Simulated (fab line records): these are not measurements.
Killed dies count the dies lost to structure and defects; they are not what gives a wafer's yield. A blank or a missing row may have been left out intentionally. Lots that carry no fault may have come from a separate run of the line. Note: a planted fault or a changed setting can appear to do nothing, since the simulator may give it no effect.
Which of the tools did it? / flow n5_finfet / 72 wafers from 24 lots sampled at 6 of the route's 1938 steps

== WHAT THE GAUGES READ, wafer by wafer ==
The record holds no reading of a measuring or inspecting step that can be judged against a usual standard deviation.

== EACH LOT AND THE TOOL THAT RAN IT (in order: tool; ch and the chambers of the sampled wafers; start) ==
lot=L075; N5_BEOL_M4_ANNEAL_89=pvd_sputter-03, day 8 07:23; N5_BEOL_M5_TRENCH_ETCH_37=rie_diel-01 ch 0,2, day 8 19:50 or earlier; N5_BEOL_M5_SPUTTER_90=pvd_sputter-01, day 8 19:50; N5_BEOL_M5_PRE_CLEAN_77=cvd_co-01 ch 1,2, day 9 00:12; N5_BEOL_M6_PECVD_70=pecvd-03 ch 0,2, day 9 01:06; N5_BEOL_M6_HM_DEP_02=pvd_sputter-01, day 9 02:19
lot=L074; N5_BEOL_M4_ANNEAL_89=pvd_sputter-01, day 8 12:10; N5_BEOL_M5_TRENCH_ETCH_37=rie_diel-02 ch 0,2,3, day 9 07:08 or earlier; N5_BEOL_M5_SPUTTER_90=pvd_sputter-01, day 9 07:08; N5_BEOL_M5_PRE_CLEAN_77=cvd_co-01 ch 0,1, day 9 08:43; N5_BEOL_M6_PECVD_70=pecvd-01 ch 0,2, day 9 09:37; N5_BEOL_M6_HM_DEP_02=pvd_sputter-03, day 9 10:25
lot=L076; N5_BEOL_M4_ANNEAL_89=pvd_sputter-02, day 8 18:32; N5_BEOL_M5_TRENCH_ETCH_37=rie_diel-02 ch 0,1,3, day 9 10:02 or earlier; N5_BEOL_M5_SPUTTER_90=pvd_sputter-02, day 9 10:02; N5_BEOL_M5_PRE_CLEAN_77=cvd_co-01 ch 0,1, day 9 11:01; N5_BEOL_M6_PECVD_70=pecvd-04 ch 0,1,2, day 9 12:25; N5_BEOL_M6_HM_DEP_02=pvd_sputter-01, day 9 15:06
lot=L077; N5_BEOL_M4_ANNEAL_89=pvd_sputter-01, day 9 01:11; N5_BEOL_M5_TRENCH_ETCH_37=rie_diel-03 ch 1,2,3, day 9 15:49 or earlier; N5_BEOL_M5_SPUTTER_90=pvd_sputter-02, day 9 15:49; N5_BEOL_M5_PRE_CLEAN_77=cvd_co-02 ch 1,2, day 9 16:38; N5_BEOL_M6_PECVD_70=pecvd-01 ch 0,2, day 9 17:32; N5_BEOL_M6_HM_DEP_02=pvd_sputter-03, day 9 18:55
lot=L078; N5_BEOL_M4_ANNEAL_89=pvd_sputter-02, day 9 02:22; N5_BEOL_M5_TRENCH_ETCH_37=rie_diel-01 ch 0,1,2, day 9 22:51 or earlier; N5_BEOL_M5_SPUTTER_90=pvd_sputter-01, day 9 22:51; N5_BEOL_M5_PRE_CLEAN_77=cvd_co-02 ch 0,1,2, day 10 02:02; N5_BEOL_M6_PECVD_70=pecvd-04 ch 0,1,2, day 10 02:57; N5_BEOL_M6_HM_DEP_02=pvd_sputter-01, day 10 04:23
lot=L079; N5_BEOL_M4_ANNEAL_89=pvd_sputter-03, day 9 17:13; N5_BEOL_M5_TRENCH_ETCH_37=rie_diel-01 ch 0,2,3, day 10 09:11 or earlier; N5_BEOL_M5_SPUTTER_90=pvd_sputter-01, day 10 09:11; N5_BEOL_M5_PRE_CLEAN_77=cvd_co-02 ch 1,2, day 10 11:50; N5_BEOL_M6_PECVD_70=pecvd-04 ch 0,2, day 10 13:14; N5_BEOL_M6_HM_DEP_02=pvd_sputter-03, day 10 16:34
lot=L082; N5_BEOL_M4_ANNEAL_89=pvd_sputter-01, day 10 11:19; N5_BEOL_M5_TRENCH_ETCH_37=rie_diel-01 ch 2,3, day 11 03:02 or earlier; N5_BEOL_M5_SPUTTER_90=pvd_sputter-01, day 11 03:02; N5_BEOL_M5_PRE_CLEAN_77=cvd_co-01 ch 0,1,2, day 11 07:50; N5_BEOL_M6_PECVD_70=pecvd-04 ch 0,1,2, day 11 08:44; N5_BEOL_M6_HM_DEP_02=pvd_sputter-02, day 11 09:38
lot=L081; N5_BEOL_M4_ANNEAL_89=pvd_sputter-01, day 10 16:38; N5_BEOL_M5_TRENCH_ETCH_37=rie_diel-02 ch 0,2,3, day 11 07:29 or earlier; N5_BEOL_M5_SPUTTER_90=pvd_sputter-01, day 11 07:29; N5_BEOL_M5_PRE_CLEAN_77=cvd_co-01 ch 0,2, day 11 10:05; N5_BEOL_M6_PECVD_70=pecvd-01 ch 0,1,2, day 11 10:59; N5_BEOL_M6_HM_DEP_02=pvd_sputter-02, day 11 11:02
lot=L080; N5_BEOL_M4_ANNEAL_89=pvd_sputter-02, day 10 19:36; N5_BEOL_M5_TRENCH_ETCH_37=rie_diel-02 ch 0,3, day 11 15:40 or earlier; N5_BEOL_M5_SPUTTER_90=pvd_sputter-01, day 11 15:40; N5_BEOL_M5_PRE_CLEAN_77=cvd_co-02 ch 0,1,2, day 11 17:10; N5_BEOL_M6_PECVD_70=pecvd-03 ch 1,2, day 11 18:10; N5_BEOL_M6_HM_DEP_02=pvd_sputter-02, day 11 22:32
lot=L084; N5_BEOL_M4_ANNEAL_89=pvd_sputter-02, day 10 23:51; N5_BEOL_M5_TRENCH_ETCH_37=rie_diel-02 ch 0,3, day 11 19:45 or earlier; N5_BEOL_M5_SPUTTER_90=pvd_sputter-02, day 11 19:45; N5_BEOL_M5_PRE_CLEAN_77=cvd_co-02 ch 0,2, day 11 20:35; N5_BEOL_M6_PECVD_70=pecvd-03 ch 0,2, day 11 21:29; N5_BEOL_M6_HM_DEP_02=pvd_sputter-02, day 12 00:59
lot=L083; N5_BEOL_M4_ANNEAL_89=pvd_sputter-03, day 11 03:31; N5_BEOL_M5_TRENCH_ETCH_37=rie_diel-01 ch 1,2,3, day 11 21:40 or earlier; N5_BEOL_M5_SPUTTER_90=pvd_sputter-01, day 11 21:40; N5_BEOL_M5_PRE_CLEAN_77=cvd_co-01 ch 1,2, day 11 22:29; N5_BEOL_M6_PECVD_70=pecvd-04 ch 0,1, day 11 23:25; N5_BEOL_M6_HM_DEP_02=pvd_sputter-02, day 12 01:05
lot=L085; N5_BEOL_M4_ANNEAL_89=pvd_sputter-02, day 11 06:37; N5_BEOL_M5_TRENCH_ETCH_37=rie_diel-02 ch 0,1,2, day 12 02:05 or earlier; N5_BEOL_M5_SPUTTER_90=pvd_sputter-01, day 12 02:05; N5_BEOL_M5_PRE_CLEAN_77=cvd_co-01 ch 0,2, day 12 03:14; N5_BEOL_M6_PECVD_70=pecvd-01 ch 0,2, day 12 04:08; N5_BEOL_M6_HM_DEP_02=pvd_sputter-02, day 12 04:17
lot=L086; N5_BEOL_M4_ANNEAL_89=pvd_sputter-02, day 11 21:10; N5_BEOL_M5_TRENCH_ETCH_37=rie_diel-03 ch 0,1,2, day 12 08:51 or earlier; N5_BEOL_M5_SPUTTER_90=pvd_sputter-02, day 12 08:51; N5_BEOL_M5_PRE_CLEAN_77=cvd_co-01 ch 0,1, day 12 10:02; N5_BEOL_M6_PECVD_70=pecvd-01 ch 1,2, day 12 10:57; N5_BEOL_M6_HM_DEP_02=pvd_sputter-02, day 12 11:39
lot=L088; N5_BEOL_M4_ANNEAL_89=pvd_sputter-01, day 12 14:43; N5_BEOL_M5_TRENCH_ETCH_37=rie_diel-01 ch 1,2, day 13 05:52 or earlier; N5_BEOL_M5_SPUTTER_90=pvd_sputter-03, day 13 05:52; N5_BEOL_M5_PRE_CLEAN_77=cvd_co-01 ch 0,2, day 13 06:59; N5_BEOL_M6_PECVD_70=pecvd-04 ch 0,1,2, day 13 07:53; N5_BEOL_M6_HM_DEP_02=pvd_sputter-03, day 13 08:44
lot=L087; N5_BEOL_M4_ANNEAL_89=pvd_sputter-01, day 12 17:35; N5_BEOL_M5_TRENCH_ETCH_37=rie_diel-02 ch 1,3, day 13 07:01 or earlier; N5_BEOL_M5_SPUTTER_90=pvd_sputter-01, day 13 07:01; N5_BEOL_M5_PRE_CLEAN_77=cvd_co-01 ch 1,2, day 13 07:51; N5_BEOL_M6_PECVD_70=pecvd-04 ch 0,1, day 13 08:45; N5_BEOL_M6_HM_DEP_02=pvd_sputter-03, day 13 09:06
lot=L091; N5_BEOL_M4_ANNEAL_89=pvd_sputter-02, day 12 20:26; N5_BEOL_M5_TRENCH_ETCH_37=rie_diel-02 ch 0,1,2, day 13 11:12 or earlier; N5_BEOL_M5_SPUTTER_90=pvd_sputter-02, day 13 11:12; N5_BEOL_M5_PRE_CLEAN_77=cvd_co-02 ch 0,1,2, day 13 12:02; N5_BEOL_M6_PECVD_70=pecvd-01 ch 0,1,2, day 13 12:56; N5_BEOL_M6_HM_DEP_02=pvd_sputter-01, day 13 13:29
lot=L089; N5_BEOL_M4_ANNEAL_89=pvd_sputter-02, day 13 02:02; N5_BEOL_M5_TRENCH_ETCH_37=rie_diel-03 ch 0,2,3, day 13 14:55 or earlier; N5_BEOL_M5_SPUTTER_90=pvd_sputter-03, day 13 14:55; N5_BEOL_M5_PRE_CLEAN_77=cvd_co-02 ch 0,2, day 13 15:56; N5_BEOL_M6_PECVD_70=pecvd-01 ch 0,1,2, day 13 16:53; N5_BEOL_M6_HM_DEP_02=pvd_sputter-01, day 13 17:40
lot=L092; N5_BEOL_M4_ANNEAL_89=pvd_sputter-03, day 13 20:42; N5_BEOL_M5_TRENCH_ETCH_37=rie_diel-01 ch 0,1,2, day 14 10:26 or earlier; N5_BEOL_M5_SPUTTER_90=pvd_sputter-02, day 14 10:26; N5_BEOL_M5_PRE_CLEAN_77=cvd_co-01 ch 0,1,2, day 14 11:17; N5_BEOL_M6_PECVD_70=pecvd-03 ch 0,1,2, day 14 12:19; N5_BEOL_M6_HM_DEP_02=pvd_sputter-03, day 14 14:18
lot=L090; N5_BEOL_M4_ANNEAL_89=pvd_sputter-01, day 13 21:29; N5_BEOL_M5_TRENCH_ETCH_37=rie_diel-01 ch 0,1, day 14 11:04 or earlier; N5_BEOL_M5_SPUTTER_90=pvd_sputter-03, day 14 11:04; N5_BEOL_M5_PRE_CLEAN_77=cvd_co-01 ch 0,1, day 14 11:53; N5_BEOL_M6_PECVD_70=pecvd-03 ch 0,2, day 14 12:56; N5_BEOL_M6_HM_DEP_02=pvd_sputter-02, day 14 14:44
lot=L093; N5_BEOL_M4_ANNEAL_89=pvd_sputter-02, day 14 03:41; N5_BEOL_M5_TRENCH_ETCH_37=rie_diel-02 ch 0,1,3, day 14 15:50 or earlier; N5_BEOL_M5_SPUTTER_90=pvd_sputter-01, day 14 15:50; N5_BEOL_M5_PRE_CLEAN_77=cvd_co-02 ch 0,1, day 14 16:49; N5_BEOL_M6_PECVD_70=pecvd-01 ch 0,1,2, day 14 17:43; N5_BEOL_M6_HM_DEP_02=pvd_sputter-01, day 14 18:07
lot=L094; N5_BEOL_M4_ANNEAL_89=pvd_sputter-01, day 14 16:53; N5_BEOL_M5_TRENCH_ETCH_37=rie_diel-02 ch 0,1,2, day 15 12:47 or earlier; N5_BEOL_M5_SPUTTER_90=pvd_sputter-02, day 15 12:47; N5_BEOL_M5_PRE_CLEAN_77=cvd_co-02 ch 0,1,2, day 15 13:38; N5_BEOL_M6_PECVD_70=pecvd-04 ch 0,1,2, day 15 14:32; N5_BEOL_M6_HM_DEP_02=pvd_sputter-01, day 15 14:38
lot=L095; N5_BEOL_M4_ANNEAL_89=pvd_sputter-02, day 14 17:07; N5_BEOL_M5_TRENCH_ETCH_37=rie_diel-01 ch 1,2, day 15 12:39 or earlier; N5_BEOL_M5_SPUTTER_90=pvd_sputter-03, day 15 12:39; N5_BEOL_M5_PRE_CLEAN_77=cvd_co-02 ch 0,1,2, day 15 13:29; N5_BEOL_M6_PECVD_70=pecvd-01 ch 0,2, day 15 14:23; N5_BEOL_M6_HM_DEP_02=pvd_sputter-02, day 15 14:26
lot=L096; N5_BEOL_M4_ANNEAL_89=pvd_sputter-03, day 15 01:06; N5_BEOL_M5_TRENCH_ETCH_37=rie_diel-03 ch 0,3, day 15 19:28 or earlier; N5_BEOL_M5_SPUTTER_90=pvd_sputter-02, day 15 19:28; N5_BEOL_M5_PRE_CLEAN_77=cvd_co-01 ch 0,1, day 15 20:17; N5_BEOL_M6_PECVD_70=pecvd-03 ch 1,2, day 15 21:21; N5_BEOL_M6_HM_DEP_02=pvd_sputter-01, day 15 22:01
lot=L097; N5_BEOL_M4_ANNEAL_89=pvd_sputter-02, day 15 02:55; N5_BEOL_M5_TRENCH_ETCH_37=rie_diel-02 ch 0,3, day 15 19:36 or earlier; N5_BEOL_M5_SPUTTER_90=pvd_sputter-01, day 15 19:36; N5_BEOL_M5_PRE_CLEAN_77=cvd_co-02 ch 0,1, day 15 20:26; N5_BEOL_M6_PECVD_70=pecvd-01 ch 0,1, day 15 21:21; N5_BEOL_M6_HM_DEP_02=pvd_sputter-01, day 15 22:12
- N5_BEOL_M4_ANNEAL_89: time 240 s.
- N5_BEOL_M5_TRENCH_ETCH_37: etches SiCOH lowk in C4F6/O2, target depth 71.652 nm, time 24.7 s.
- N5_BEOL_M5_SPUTTER_90: material Cu, target thk 4.5 nm, time 8.29 s.
- N5_BEOL_M5_PRE_CLEAN_77: time 15 s.
- N5_BEOL_M6_PECVD_70: deposits SiO2 from TEOS/O2, target thk 20 nm, time 22.7 s.
- N5_BEOL_M6_HM_DEP_02: deposits TiN, target thk 20 nm.

== WHAT THE TOOLS THEMSELVES READ (means of the sampled wafers that have a number; where no wafer has one, the mark that the record gives instead) ==
N5_BEOL_M4_ANNEAL_89.
lot=L075; tool=pvd_sputter-03; heater_power_w (W)=807
lot=L074; tool=pvd_sputter-01; heater_power_w (W)=781
lot=L076; tool=pvd_sputter-02; heater_power_w (W)=935
lot=L077; tool=pvd_sputter-01; heater_power_w (W)=890
lot=L078; tool=pvd_sputter-02; heater_power_w (W)=921
lot=L079; tool=pvd_sputter-03; heater_power_w (W)=749
lot=L082; tool=pvd_sputter-01; heater_power_w (W)=873
lot=L081; tool=pvd_sputter-01; heater_power_w (W)=897
lot=L080; tool=pvd_sputter-02; heater_power_w (W)=932
lot=L084; tool=pvd_sputter-02; heater_power_w (W)=920
lot=L083; tool=pvd_sputter-03; heater_power_w (W)=863
lot=L085; tool=pvd_sputter-02; heater_power_w (W)=861
lot=L086; tool=pvd_sputter-02; heater_power_w (W)=854
lot=L088; tool=pvd_sputter-01; heater_power_w (W)=658
lot=L087; tool=pvd_sputter-01; heater_power_w (W)=780
lot=L091; tool=pvd_sputter-02; heater_power_w (W)=934
lot=L089; tool=pvd_sputter-02; heater_power_w (W)=949
lot=L092; tool=pvd_sputter-03; heater_power_w (W)=808
lot=L090; tool=pvd_sputter-01; heater_power_w (W)=880
lot=L093; tool=pvd_sputter-02; heater_power_w (W)=867
lot=L094; tool=pvd_sputter-01; heater_power_w (W)=756
lot=L095; tool=pvd_sputter-02; heater_power_w (W)=853
lot=L096; tool=pvd_sputter-03; heater_power_w (W)=773
lot=L097; tool=pvd_sputter-02; heater_power_w (W)=938

N5_BEOL_M5_TRENCH_ETCH_37.
lot=L075; tool=rie_diel-01; chamber_pressure_mTorr (mTorr)=29.997; drypump_motor_current_A (A)=5.6; oes_product_au (a.u.)=0.73; rf_vpp_V (V)=664; showerhead_plenum_p_Torr (Torr)=2.87; throttle_valve_pct (%)=21.22
lot=L074; tool=rie_diel-02; chamber_pressure_mTorr (mTorr)=30.008; drypump_motor_current_A (A)=5.5; oes_product_au (a.u.)=0.83; rf_vpp_V (V)=667; showerhead_plenum_p_Torr (Torr)=2.89; throttle_valve_pct (%)=20.98
lot=L076; tool=rie_diel-02; chamber_pressure_mTorr (mTorr)=29.993; drypump_motor_current_A (A)=5.5; oes_product_au (a.u.)=0.84; rf_vpp_V (V)=675; showerhead_plenum_p_Torr (Torr)=2.92; throttle_valve_pct (%)=20.94
lot=L077; tool=rie_diel-03; chamber_pressure_mTorr (mTorr)=30.014; drypump_motor_current_A (A)=5.6; oes_product_au (a.u.)=0.81; rf_vpp_V (V)=668; showerhead_plenum_p_Torr (Torr)=2.89; throttle_valve_pct (%)=21.15
lot=L078; tool=rie_diel-01; chamber_pressure_mTorr (mTorr)=29.984; drypump_motor_current_A (A)=5.7; oes_product_au (a.u.)=0.73; rf_vpp_V (V)=665; showerhead_plenum_p_Torr (Torr)=2.86; throttle_valve_pct (%)=21.21
lot=L079; tool=rie_diel-01; chamber_pressure_mTorr (mTorr)=30.026; drypump_motor_current_A (A)=5.9; oes_product_au (a.u.)=0.73; rf_vpp_V (V)=666; showerhead_plenum_p_Torr (Torr)=2.82; throttle_valve_pct (%)=21.13
lot=L082; tool=rie_diel-01; chamber_pressure_mTorr (mTorr)=30.017; drypump_motor_current_A (A)=5.8; oes_product_au (a.u.)=0.72; rf_vpp_V (V)=667; showerhead_plenum_p_Torr (Torr)=2.85; throttle_valve_pct (%)=21.12
lot=L081; tool=rie_diel-02; chamber_pressure_mTorr (mTorr)=29.986; drypump_motor_current_A (A)=5.5; oes_product_au (a.u.)=0.83; rf_vpp_V (V)=666; showerhead_plenum_p_Torr (Torr)=2.88; throttle_valve_pct (%)=21.00
lot=L080; tool=rie_diel-02; chamber_pressure_mTorr (mTorr)=30.002; drypump_motor_current_A (A)=5.6; oes_product_au (a.u.)=0.85; rf_vpp_V (V)=674; showerhead_plenum_p_Torr (Torr)=2.87; throttle_valve_pct (%)=20.75
lot=L084; tool=rie_diel-02; chamber_pressure_mTorr (mTorr)=29.978; drypump_motor_current_A (A)=5.3; oes_product_au (a.u.)=0.89; rf_vpp_V (V)=679; showerhead_plenum_p_Torr (Torr)=2.95; throttle_valve_pct (%)=20.96
lot=L083; tool=rie_diel-01; chamber_pressure_mTorr (mTorr)=29.977; drypump_motor_current_A (A)=6.0; oes_product_au (a.u.)=0.72; rf_vpp_V (V)=667; showerhead_plenum_p_Torr (Torr)=2.82; throttle_valve_pct (%)=21.13
lot=L085; tool=rie_diel-02; chamber_pressure_mTorr (mTorr)=30.022; drypump_motor_current_A (A)=5.7; oes_product_au (a.u.)=0.74; rf_vpp_V (V)=662; showerhead_plenum_p_Torr (Torr)=2.84; throttle_valve_pct (%)=21.01
lot=L086; tool=rie_diel-03; chamber_pressure_mTorr (mTorr)=30.009; drypump_motor_current_A (A)=5.6; oes_product_au (a.u.)=0.79; rf_vpp_V (V)=674; showerhead_plenum_p_Torr (Torr)=2.89; throttle_valve_pct (%)=21.09
lot=L088; tool=rie_diel-01; chamber_pressure_mTorr (mTorr)=29.993; drypump_motor_current_A (A)=5.8; oes_product_au (a.u.)=0.71; rf_vpp_V (V)=666; showerhead_plenum_p_Torr (Torr)=2.85; throttle_valve_pct (%)=21.24
lot=L087; tool=rie_diel-02; chamber_pressure_mTorr (mTorr)=29.973; drypump_motor_current_A (A)=5.2; oes_product_au (a.u.)=0.83; rf_vpp_V (V)=681; showerhead_plenum_p_Torr (Torr)=3.00; throttle_valve_pct (%)=21.18
lot=L091; tool=rie_diel-02; chamber_pressure_mTorr (mTorr)=30.022; drypump_motor_current_A (A)=5.7; oes_product_au (a.u.)=0.74; rf_vpp_V (V)=662; showerhead_plenum_p_Torr (Torr)=2.84; throttle_valve_pct (%)=21.01
lot=L089; tool=rie_diel-03; chamber_pressure_mTorr (mTorr)=30.021; drypump_motor_current_A (A)=5.4; oes_product_au (a.u.)=0.72; rf_vpp_V (V)=664; showerhead_plenum_p_Torr (Torr)=2.83; throttle_valve_pct (%)=21.23
lot=L092; tool=rie_diel-01; chamber_pressure_mTorr (mTorr)=30.004; drypump_motor_current_A (A)=5.7; oes_product_au (a.u.)=0.71; rf_vpp_V (V)=664; showerhead_plenum_p_Torr (Torr)=2.85; throttle_valve_pct (%)=21.26
lot=L090; tool=rie_diel-01; chamber_pressure_mTorr (mTorr)=29.997; drypump_motor_current_A (A)=5.8; oes_product_au (a.u.)=0.69; rf_vpp_V (V)=665; showerhead_plenum_p_Torr (Torr)=2.83; throttle_valve_pct (%)=21.27
lot=L093; tool=rie_diel-02; chamber_pressure_mTorr (mTorr)=30.004; drypump_motor_current_A (A)=5.5; oes_product_au (a.u.)=0.80; rf_vpp_V (V)=674; showerhead_plenum_p_Torr (Torr)=2.91; throttle_valve_pct (%)=21.00
lot=L094; tool=rie_diel-02; chamber_pressure_mTorr (mTorr)=30.009; drypump_motor_current_A (A)=5.7; oes_product_au (a.u.)=0.73; rf_vpp_V (V)=662; showerhead_plenum_p_Torr (Torr)=2.83; throttle_valve_pct (%)=21.04
lot=L095; tool=rie_diel-01; chamber_pressure_mTorr (mTorr)=29.982; drypump_motor_current_A (A)=5.7; oes_product_au (a.u.)=0.71; rf_vpp_V (V)=664; showerhead_plenum_p_Torr (Torr)=2.87; throttle_valve_pct (%)=21.26
lot=L096; tool=rie_diel-03; chamber_pressure_mTorr (mTorr)=30.000; drypump_motor_current_A (A)=5.5; oes_product_au (a.u.)=0.71; rf_vpp_V (V)=660; showerhead_plenum_p_Torr (Torr)=2.82; throttle_valve_pct (%)=21.30
lot=L097; tool=rie_diel-02; chamber_pressure_mTorr (mTorr)=30.021; drypump_motor_current_A (A)=5.3; oes_product_au (a.u.)=0.85; rf_vpp_V (V)=678; showerhead_plenum_p_Torr (Torr)=2.94; throttle_valve_pct (%)=21.02

N5_BEOL_M5_SPUTTER_90.
lot=L075; tool=pvd_sputter-01; throttle_valve_pct (%)=31.2
lot=L074; tool=pvd_sputter-01; throttle_valve_pct (%)=31.3
lot=L076; tool=pvd_sputter-02; throttle_valve_pct (%)=30.7
lot=L077; tool=pvd_sputter-02; throttle_valve_pct (%)=31.3
lot=L078; tool=pvd_sputter-01; throttle_valve_pct (%)=31.3
lot=L079; tool=pvd_sputter-01; throttle_valve_pct (%)=30.8
lot=L082; tool=pvd_sputter-01; throttle_valve_pct (%)=30.8
lot=L081; tool=pvd_sputter-01; throttle_valve_pct (%)=30.7
lot=L080; tool=pvd_sputter-01; throttle_valve_pct (%)=30.4
lot=L084; tool=pvd_sputter-02; throttle_valve_pct (%)=32.2
lot=L083; tool=pvd_sputter-01; throttle_valve_pct (%)=30.3
lot=L085; tool=pvd_sputter-01; throttle_valve_pct (%)=31.3
lot=L086; tool=pvd_sputter-02; throttle_valve_pct (%)=30.7
lot=L088; tool=pvd_sputter-03; throttle_valve_pct (%)=30.2
lot=L087; tool=pvd_sputter-01; throttle_valve_pct (%)=31.4
lot=L091; tool=pvd_sputter-02; throttle_valve_pct (%)=30.3
lot=L089; tool=pvd_sputter-03; throttle_valve_pct (%)=30.2
lot=L092; tool=pvd_sputter-02; throttle_valve_pct (%)=30.9
lot=L090; tool=pvd_sputter-03; throttle_valve_pct (%)=30.9
lot=L093; tool=pvd_sputter-01; throttle_valve_pct (%)=31.5
lot=L094; tool=pvd_sputter-02; throttle_valve_pct (%)=30.8
lot=L095; tool=pvd_sputter-03; throttle_valve_pct (%)=29.5
lot=L096; tool=pvd_sputter-02; throttle_valve_pct (%)=30.7
lot=L097; tool=pvd_sputter-01; throttle_valve_pct (%)=31.2

N5_BEOL_M5_PRE_CLEAN_77.
lot=L075; tool=cvd_co-01; heater_power_w (W)=81
lot=L074; tool=cvd_co-01; heater_power_w (W)=90
lot=L076; tool=cvd_co-01; heater_power_w (W)=90
lot=L077; tool=cvd_co-02; heater_power_w (W)=79
lot=L078; tool=cvd_co-02; heater_power_w (W)=79
lot=L079; tool=cvd_co-02; heater_power_w (W)=73
lot=L082; tool=cvd_co-01; heater_power_w (W)=89
lot=L081; tool=cvd_co-01; heater_power_w (W)=89
lot=L080; tool=cvd_co-02; heater_power_w (W)=79
lot=L084; tool=cvd_co-02; heater_power_w (W)=73
lot=L083; tool=cvd_co-01; heater_power_w (W)=80
lot=L085; tool=cvd_co-01; heater_power_w (W)=89
lot=L086; tool=cvd_co-01; heater_power_w (W)=100
lot=L088; tool=cvd_co-01; heater_power_w (W)=99
lot=L087; tool=cvd_co-01; heater_power_w (W)=81
lot=L091; tool=cvd_co-02; heater_power_w (W)=78
lot=L089; tool=cvd_co-02; heater_power_w (W)=72
lot=L092; tool=cvd_co-01; heater_power_w (W)=89
lot=L090; tool=cvd_co-01; heater_power_w (W)=92
lot=L093; tool=cvd_co-02; heater_power_w (W)=85
lot=L094; tool=cvd_co-02; heater_power_w (W)=79
lot=L095; tool=cvd_co-02; heater_power_w (W)=80
lot=L096; tool=cvd_co-01; heater_power_w (W)=94
lot=L097; tool=cvd_co-02; heater_power_w (W)=86

N5_BEOL_M6_PECVD_70.
lot=L075; tool=pecvd-03; heater_power_w (W)=737; showerhead_plenum_p_Torr (Torr)=8.82; throttle_valve_pct (%)=23.5
lot=L074; tool=pecvd-01; heater_power_w (W)=631; showerhead_plenum_p_Torr (Torr)=8.81; throttle_valve_pct (%)=20.7
lot=L076; tool=pecvd-04; heater_power_w (W)=607; showerhead_plenum_p_Torr (Torr)=8.78; throttle_valve_pct (%)=22.6
lot=L077; tool=pecvd-01; heater_power_w (W)=656; showerhead_plenum_p_Torr (Torr)=8.79; throttle_valve_pct (%)=21.0
lot=L078; tool=pecvd-04; heater_power_w (W)=643; showerhead_plenum_p_Torr (Torr)=8.78; throttle_valve_pct (%)=22.8
lot=L079; tool=pecvd-04; heater_power_w (W)=654; showerhead_plenum_p_Torr (Torr)=8.73; throttle_valve_pct (%)=22.5
lot=L082; tool=pecvd-04; heater_power_w (W)=683; showerhead_plenum_p_Torr (Torr)=8.78; throttle_valve_pct (%)=22.8
lot=L081; tool=pecvd-01; heater_power_w (W)=698; showerhead_plenum_p_Torr (Torr)=8.78; throttle_valve_pct (%)=21.6
lot=L080; tool=pecvd-03; heater_power_w (W)=652; showerhead_plenum_p_Torr (Torr)=8.81; throttle_valve_pct (%)=21.6
lot=L084; tool=pecvd-03; heater_power_w (W)=779; showerhead_plenum_p_Torr (Torr)=8.80; throttle_valve_pct (%)=22.9
lot=L083; tool=pecvd-04; heater_power_w (W)=682; showerhead_plenum_p_Torr (Torr)=8.74; throttle_valve_pct (%)=22.6
lot=L085; tool=pecvd-01; heater_power_w (W)=646; showerhead_plenum_p_Torr (Torr)=8.80; throttle_valve_pct (%)=21.1
lot=L086; tool=pecvd-01; heater_power_w (W)=617; showerhead_plenum_p_Torr (Torr)=8.81; throttle_valve_pct (%)=22.2
lot=L088; tool=pecvd-04; heater_power_w (W)=679; showerhead_plenum_p_Torr (Torr)=8.77; throttle_valve_pct (%)=22.8
lot=L087; tool=pecvd-04; heater_power_w (W)=609; showerhead_plenum_p_Torr (Torr)=8.80; throttle_valve_pct (%)=22.8
lot=L091; tool=pecvd-01; heater_power_w (W)=606; showerhead_plenum_p_Torr (Torr)=8.80; throttle_valve_pct (%)=21.6
lot=L089; tool=pecvd-01; heater_power_w (W)=652; showerhead_plenum_p_Torr (Torr)=8.81; throttle_valve_pct (%)=21.6
lot=L092; tool=pecvd-03; heater_power_w (W)=657; showerhead_plenum_p_Torr (Torr)=8.82; throttle_valve_pct (%)=22.7
lot=L090; tool=pecvd-03; heater_power_w (W)=725; showerhead_plenum_p_Torr (Torr)=8.81; throttle_valve_pct (%)=22.0
lot=L093; tool=pecvd-01; heater_power_w (W)=647; showerhead_plenum_p_Torr (Torr)=8.80; throttle_valve_pct (%)=21.8
lot=L094; tool=pecvd-04; heater_power_w (W)=654; showerhead_plenum_p_Torr (Torr)=8.79; throttle_valve_pct (%)=23.0
lot=L095; tool=pecvd-01; heater_power_w (W)=712; showerhead_plenum_p_Torr (Torr)=8.79; throttle_valve_pct (%)=21.1
lot=L096; tool=pecvd-03; heater_power_w (W)=612; showerhead_plenum_p_Torr (Torr)=8.81; throttle_valve_pct (%)=21.2
lot=L097; tool=pecvd-01; heater_power_w (W)=705; showerhead_plenum_p_Torr (Torr)=8.78; throttle_valve_pct (%)=22.4

N5_BEOL_M6_HM_DEP_02.
lot=L075; tool=pvd_sputter-01; throttle_valve_pct (%)=30.8
lot=L074; tool=pvd_sputter-03; throttle_valve_pct (%)=31.0
lot=L076; tool=pvd_sputter-01; throttle_valve_pct (%)=30.2
lot=L077; tool=pvd_sputter-03; throttle_valve_pct (%)=30.5
lot=L078; tool=pvd_sputter-01; throttle_valve_pct (%)=30.3
lot=L079; tool=pvd_sputter-03; throttle_valve_pct (%)=30.1
lot=L082; tool=pvd_sputter-02; throttle_valve_pct (%)=30.5
lot=L081; tool=pvd_sputter-02; throttle_valve_pct (%)=30.6
lot=L080; tool=pvd_sputter-02; throttle_valve_pct (%)=30.8
lot=L084; tool=pvd_sputter-02; throttle_valve_pct (%)=31.5
lot=L083; tool=pvd_sputter-02; throttle_valve_pct (%)=31.4
lot=L085; tool=pvd_sputter-02; throttle_valve_pct (%)=31.3
lot=L086; tool=pvd_sputter-02; throttle_valve_pct (%)=30.9
lot=L088; tool=pvd_sputter-03; throttle_valve_pct (%)=30.0
lot=L087; tool=pvd_sputter-03; throttle_valve_pct (%)=30.9
lot=L091; tool=pvd_sputter-01; throttle_valve_pct (%)=30.5
lot=L089; tool=pvd_sputter-01; throttle_valve_pct (%)=31.4
lot=L092; tool=pvd_sputter-03; throttle_valve_pct (%)=30.4
lot=L090; tool=pvd_sputter-02; throttle_valve_pct (%)=30.6
lot=L093; tool=pvd_sputter-01; throttle_valve_pct (%)=30.9
lot=L094; tool=pvd_sputter-01; throttle_valve_pct (%)=31.2
lot=L095; tool=pvd_sputter-02; throttle_valve_pct (%)=31.0
lot=L096; tool=pvd_sputter-01; throttle_valve_pct (%)=30.5
lot=L097; tool=pvd_sputter-01; throttle_valve_pct (%)=30.0

== THE ANSWER, worked out from the rows above alone ==
Rule: what is usual is taken from the lots themselves. Put in order of their means at a reading, lots are off if they are a third of the lots or fewer, leave a main group of 4 or more, and stand apart from it by a gap of 3 or more times the standard deviation of the main group's means; of several such gaps the widest counts. The tables above print the reading to a certain number of digits; a main group whose means all agree to those digits is not used. Also off: a lot with no number at a reading for which 4 or more lots have one. Where the step has rows for the other lots, those lots are counted as sound. After the gauges, taken in route order, come the tools' own readings; for these a lot's mean is taken, as printed above. The first step at which some lot is off is used, and at that step the reading that is off furthest; a lot without a number counts as furthest.
Nothing can be told from this: no lot is off at any reading shown.

== WHAT WAS PUT IN BY THE SIMULATOR ==
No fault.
